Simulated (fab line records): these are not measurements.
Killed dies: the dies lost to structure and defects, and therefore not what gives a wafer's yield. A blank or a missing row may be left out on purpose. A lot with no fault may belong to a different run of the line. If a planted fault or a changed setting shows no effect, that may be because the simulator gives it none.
Matching of chambers || flow n5-finfet || N5_BEOL_M8_ETCH_65 on rie-diel-05: 4 sister chambers
The step etches SiARC in CF4, target depth 15.6 nm, time 26 s. 7 wafers are shown with their chamber, then 7 later ones without.

== WAFERS WITH THEIR CHAMBER ==
{"wafer": "L078.3", "chamber": 3, "drypump-motor-current-A (A)": 6.1, "etch-rf-on-time-s (s)": 26.3}
{"wafer": "L078.6", "chamber": 1, "drypump-motor-current-A (A)": 5.0, "etch-rf-on-time-s (s)": 26.8}
{"wafer": "L089.3", "chamber": 0, "drypump-motor-current-A (A)": 5.9, "etch-rf-on-time-s (s)": 25.3}
{"wafer": "L088.4", "chamber": 3, "drypump-motor-current-A (A)": 6.1, "etch-rf-on-time-s (s)": 26.7}
{"wafer": "L088.5", "chamber": 2, "drypump-motor-current-A (A)": 5.9, "etch-rf-on-time-s (s)": 25.1}
{"wafer": "L094.1", "chamber": 2, "drypump-motor-current-A (A)": 6.0, "etch-rf-on-time-s (s)": 25.3}
{"wafer": "L094.2", "chamber": 0, "drypump-motor-current-A (A)": 5.9, "etch-rf-on-time-s (s)": 25.5}

== WAFERS WITH NO CHAMBER GIVEN ==
{"wafer": "L094.6", "drypump-motor-current-A (A)": 6.2, "etch-rf-on-time-s (s)": 26.5}
{"wafer": "L095.3", "drypump-motor-current-A (A)": 5.8, "etch-rf-on-time-s (s)": 25.4}
{"wafer": "L095.5", "drypump-motor-current-A (A)": 5.9, "etch-rf-on-time-s (s)": 25.7}
{"wafer": "L095.6", "drypump-motor-current-A (A)": 6.1, "etch-rf-on-time-s (s)": 26.5}
{"wafer": "L096.1", "drypump-motor-current-A (A)": 6.1, "etch-rf-on-time-s (s)": 26.2}
{"wafer": "L096.4", "drypump-motor-current-A (A)": 5.9, "etch-rf-on-time-s (s)": 25.1}
{"wafer": "L096.6", "drypump-motor-current-A (A)": 5.9, "etch-rf-on-time-s (s)": 25.1}

== WHICH CHAMBER EACH ONE RAN IN ==
{"wafer": "L094.6", "from the rows above": 3, "in truth": 3}
{"wafer": "L095.3", "from the rows above": "can't be placed: 0 or 2", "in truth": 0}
{"wafer": "L095.5", "from the rows above": "can't be placed: 0 or 2", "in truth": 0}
{"wafer": "L095.6", "from the rows above": 3, "in truth": 3}
{"wafer": "L096.1", "from the rows above": 3, "in truth": 3}
{"wafer": "L096.4", "from the rows above": "can't be placed: 2 or 0", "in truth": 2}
{"wafer": "L096.6", "from the rows above": "can't be placed: 2 or 0", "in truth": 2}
Placed correctly: 3 of 7. Cannot be placed on the basis of these rows: 4; the candidates contain the true chamber in 4. Number placed wrongly: 0.
How it was worked out, from the rows above alone: a wafer's distance from a chamber is the root of the sum, over the readings, of the square of ((its reading less the chamber's mean) divided by the reading's scatter). The wafer belongs to the nearest chamber; if the next one is less than 2 further off, it can't be placed. For every chamber, the mean is computed from those of its wafers that are shown. The scatter: the root of (the sum of the squares of (reading less its chamber's mean) over the shown wafers, divided by (wafers less chambers)).
